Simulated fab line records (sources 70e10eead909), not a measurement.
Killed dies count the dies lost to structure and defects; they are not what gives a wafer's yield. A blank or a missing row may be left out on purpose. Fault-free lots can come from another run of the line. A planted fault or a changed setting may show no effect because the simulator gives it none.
What tool caused it? | flow nand-harc | 11 lots with 33 wafers sampled at 6 steps, on a route of 1159 steps

== WHAT THE GAUGES READ, wafer by wafer ==
NHARC_THIN_TSV_INSPECT_40.
lot  | measured     | on                | raw-defect-count
L722 | day 19 08:17 | defect-inspect-01 | 416 505 453
L723 | day 19 08:17 | defect-inspect-02 | 635 673 553
L725 | day 19 17:07 | defect-inspect-02 | 411 521 528
L726 | day 20 06:50 | defect-inspect-01 | 479 424 474
L727 | day 20 16:09 | defect-inspect-02 | 505 645 360
L734 | day 21 19:15 | defect-inspect-02 | 492 529 428
L733 | day 21 19:16 | defect-inspect-01 | 542 499 581
L738 | day 23 16:53 | defect-inspect-01 | 1991 1756 535
L740 | day 24 01:00 | defect-inspect-01 | 641 1791 552
L743 | day 24 14:50 | defect-inspect-02 | 529 543 355
L742 | day 25 15:52 | defect-inspect-02 | 673 631 496

NHARC_END_SORT_01.
lot  | measured     | on        | defect-limited-yield (%) | killed-at-array | killed-at-other | killed-at-periphery | killed-dies | killed-open | killed-short | sort_bin_2_pct (%) | sort_bin_3_pct (%) | sort_bin_4_pct (%) | sort-n-pass | sort-rim-yield-pct (%) | sort-yield-pct (%)
L738 | day 23 21:32 | prober-02 | 78.9 77.8 93.4           | 39 40 45        | 102 109 0       | 2 1 0               | 143 150 45  | 1 1 1       | 1 2 1        | 6.8 9.3 2.8        | 7.24 6.20 0.59     | 7.1 6.6 3.2        | 534 527 632 | 91.5 97.2 94.3         | 78.9 77.8 93.4
L740 | day 24 04:02 | prober-01 | 90.8 78.7 91.4           | 57 33 50        | 1 104 0         | 4 7 8               | 62 144 58   | 2 2 6       | 4 2 5        | 2.8 5.6 2.4        | 0.74 6.79 0.59     | 5.6 8.9 5.6        | 615 533 619 | 94.3 93.4 95.3         | 90.8 78.7 91.4
L743 | day 24 17:51 | prober-02 | 97.5 96.9 96.8           | 14 14 14        | 0 0 1           | 3 7 7               | 17 21 22    | 2 4 2       | 1 3 2        | 0.6 1.2 0.9        | 0 0.15 0.44        | 1.9 1.8 1.9        | 660 656 655 | 97.2 98.1 98.1         | 97.5 96.9 96.8

== WHICH TOOL RAN EACH LOT (tool, then ch and the chambers of the sampled wafers, then the start) ==
lot  | NHARC_THIN_TSV_DESCUM_14           | NHARC_THIN_TSV_ETCHBACK_48         | NHARC_THIN_TSV_PRE_CLEAN_54  | NHARC_THIN_TSV_STRIP_56
L722 | rie-diel-01 ch 1,2, day 18 20:44   | rie-diel-07 ch 0,1,3, day 18 22:53 | pvd-sputter-03, day 19 01:26 | plasma-asher-01 ch 0, day 19 03:02
L723 | rie-diel-03 ch 0,2,3, day 18 23:13 | rie-diel-03 ch 0,2,3, day 19 01:18 | pvd-sputter-03, day 19 03:55 | plasma-asher-01 ch 0,1, day 19 05:42
L725 | rie-diel-03 ch 1,2, day 19 05:06   | rie-diel-07 ch 1,2,3, day 19 07:29 | pvd-sputter-03, day 19 10:01 | plasma-asher-01 ch 0,1, day 19 11:52
L726 | rie-diel-01 ch 1,2,3, day 19 17:57 | rie-diel-03 ch 0,3, day 19 20:04   | pvd-sputter-02, day 20 00:53 | plasma-asher-02 ch 0,1, day 20 02:39
L727 | rie-diel-03 ch 0,1,3, day 20 04:40 | rie-diel-01 ch 0,2,3, day 20 06:46 | pvd-sputter-01, day 20 09:22 | plasma-asher-01 ch 1, day 20 10:56
L734 | rie-diel-03 ch 1,2,3, day 21 07:34 | rie-diel-01 ch 0,2,3, day 21 09:49 | pvd-sputter-02, day 21 12:24 | plasma-asher-02 ch 0,1, day 21 14:03
L733 | rie-diel-07 ch 1,2, day 21 08:53   | rie-diel-07 ch 0,1,2, day 21 11:00 | pvd-sputter-02, day 21 14:03 | plasma-asher-02 ch 0,1, day 21 15:50
L738 | rie-diel-01 ch 1,2, day 23 05:59   | rie-diel-07 ch 0,3, day 23 08:05   | pvd-sputter-01, day 23 10:59 | plasma-asher-01 ch 0,1, day 23 13:46
L740 | rie-diel-03 ch 0,2,3, day 23 12:53 | rie-diel-01 ch 0,3, day 23 15:32   | pvd-sputter-03, day 23 18:18 | plasma-asher-01 ch 0,1, day 23 20:03
L743 | rie-diel-03 ch 1,2,3, day 24 03:11 | rie-diel-07 ch 0,3, day 24 05:17   | pvd-sputter-02, day 24 07:53 | plasma-asher-02 ch 0,1, day 24 09:36
L742 | rie-diel-07 ch 0,2, day 25 03:47   | rie-diel-07 ch 1,3, day 25 05:52   | pvd-sputter-01, day 25 08:31 | plasma-asher-02 ch 0,1, day 25 10:13
- NHARC_THIN_TSV_DESCUM_14: chemistry O2, time 3 s.
- NHARC_THIN_TSV_ETCHBACK_48: etches the open film in C4F8/Ar, target depth 1028.5 nm, time 405.17 s.
- NHARC_THIN_TSV_PRE_CLEAN_54: time 30 s.
- NHARC_THIN_TSV_STRIP_56: strips in O2.

== AS READ BY THE TOOLS THEMSELVES (means over the sampled wafers that have a number; for cases with no such wafer, the mark the record gives instead) ==
NHARC_THIN_TSV_DESCUM_14.
lot  | tool        | drypump-motor-current-A (A) | oes-product-au (a.u.) | rf-vpp-V (V) | showerhead-plenum-p-Torr (Torr) | throttle-valve-pct (%)
L722 | rie-diel-01 | 5.4                         | 0.991                 | 57.7         | 1.91                            | 11.306
L723 | rie-diel-03 | 5.8                         | 0.994                 | 57.7         | 1.91                            | 11.320
L725 | rie-diel-03 | 6.0                         | 0.983                 | 58.2         | 1.91                            | 11.313
L726 | rie-diel-01 | 5.3                         | 0.988                 | 57.5         | 1.87                            | 11.314
L727 | rie-diel-03 | 5.5                         | 0.999                 | 57.2         | 1.87                            | 11.312
L734 | rie-diel-03 | 5.8                         | 1.008                 | 57.5         | 1.93                            | 11.313
L733 | rie-diel-07 | 6.0                         | 0.990                 | 57.3         | 1.81                            | 11.299
L738 | rie-diel-01 | 5.4                         | 0.987                 | 57.5         | 1.91                            | 11.311
L740 | rie-diel-03 | 5.8                         | 0.993                 | 57.9         | 1.91                            | 11.310
L743 | rie-diel-03 | 5.8                         | 0.999                 | 57.9         | 1.93                            | 11.312
L742 | rie-diel-07 | 5.8                         | 1.006                 | 57.7         | 1.93                            | 11.316

NHARC_THIN_TSV_ETCHBACK_48.
lot  | tool        | oes-product-au (a.u.) | rf-fwd-power-W (W) | rf-vpp-V (V)
L722 | rie-diel-07 | 0.995                 | 598.4              | 544
L723 | rie-diel-03 | 0.948                 | 597.3              | 546
L725 | rie-diel-07 | 0.927                 | 596.9              | 544
L726 | rie-diel-03 | 0.945                 | 598.0              | 544
L727 | rie-diel-01 | 0.927                 | 599.8              | 545
L734 | rie-diel-01 | 0.925                 | 598.6              | 545
L733 | rie-diel-07 | 0.927                 | 597.8              | 546
L738 | rie-diel-07 | 0.934                 | 599.6              | 547
L740 | rie-diel-01 | 1.005                 | 599.5              | 544
L743 | rie-diel-07 | 0.928                 | 597.3              | 545
L742 | rie-diel-07 | 0.957                 | 600.1              | 543

NHARC_THIN_TSV_PRE_CLEAN_54.
lot  | tool           | heater-power-w (W)
L722 | pvd-sputter-03 | 455
L723 | pvd-sputter-03 | 442
L725 | pvd-sputter-03 | 476
L726 | pvd-sputter-02 | 432
L727 | pvd-sputter-01 | 420
L734 | pvd-sputter-02 | 404
L733 | pvd-sputter-02 | 425
L738 | pvd-sputter-01 | 423
L740 | pvd-sputter-03 | 431
L743 | pvd-sputter-02 | 437
L742 | pvd-sputter-01 | 461

NHARC_THIN_TSV_STRIP_56.
lot  | tool            | drypump-motor-current-A (A) | heater-power-w (W)
L722 | plasma-asher-01 | 5.74                        | 371
L723 | plasma-asher-01 | 5.75                        | 331
L725 | plasma-asher-01 | 5.74                        | 351
L726 | plasma-asher-02 | 5.77                        | 337
L727 | plasma-asher-01 | 5.79                        | 328
L734 | plasma-asher-02 | 5.77                        | 341
L733 | plasma-asher-02 | 5.81                        | 325
L738 | plasma-asher-01 | 5.75                        | 341
L740 | plasma-asher-01 | 5.75                        | 358
L743 | plasma-asher-02 | 5.81                        | 327
L742 | plasma-asher-02 | 5.77                        | 341

== THE ANSWER, worked out from the rows above alone ==
Rule: the lots themselves supply what counts as usual. The widest of any qualifying gaps counts: lots, ordered by their means at a reading, are off when they make up no more than a third of the lots, leave a main group of 4 or more, and stand apart from it by 3 or more times the standard deviation of that group's means. A main group is skipped when, at the precision printed for the reading in the tables above, its means are all equal. A lot without any number at a reading at which 4 lots or more have one is off too. All remaining lots with rows at the step are treated as sound. The gauges are gone through in route order, then the tools' own readings, and for those a lot's mean is taken as printed above. At the first step where some lot is off, the reading lying furthest off is the one used; lots without a number count as furthest.
Off at NHARC_THIN_TSV_INSPECT_40 (raw-defect-count): L738, L740. The main group has a mean of 514 with a standard deviation of 57.
If a tool, at a process step before that reading, ran all the lots that are off and no sound lot after the first of them, it fits. Gauges at NHARC_THIN_TSV_INSPECT_40: tried the same way as those tools. Undecided on this evidence; 2 tools fit (plasma-asher-01 at NHARC_THIN_TSV_STRIP_56, defect-inspect-01 at NHARC_THIN_TSV_INSPECT_40).

== WHAT HAD BEEN PUT IN BY THE SIMULATOR ==
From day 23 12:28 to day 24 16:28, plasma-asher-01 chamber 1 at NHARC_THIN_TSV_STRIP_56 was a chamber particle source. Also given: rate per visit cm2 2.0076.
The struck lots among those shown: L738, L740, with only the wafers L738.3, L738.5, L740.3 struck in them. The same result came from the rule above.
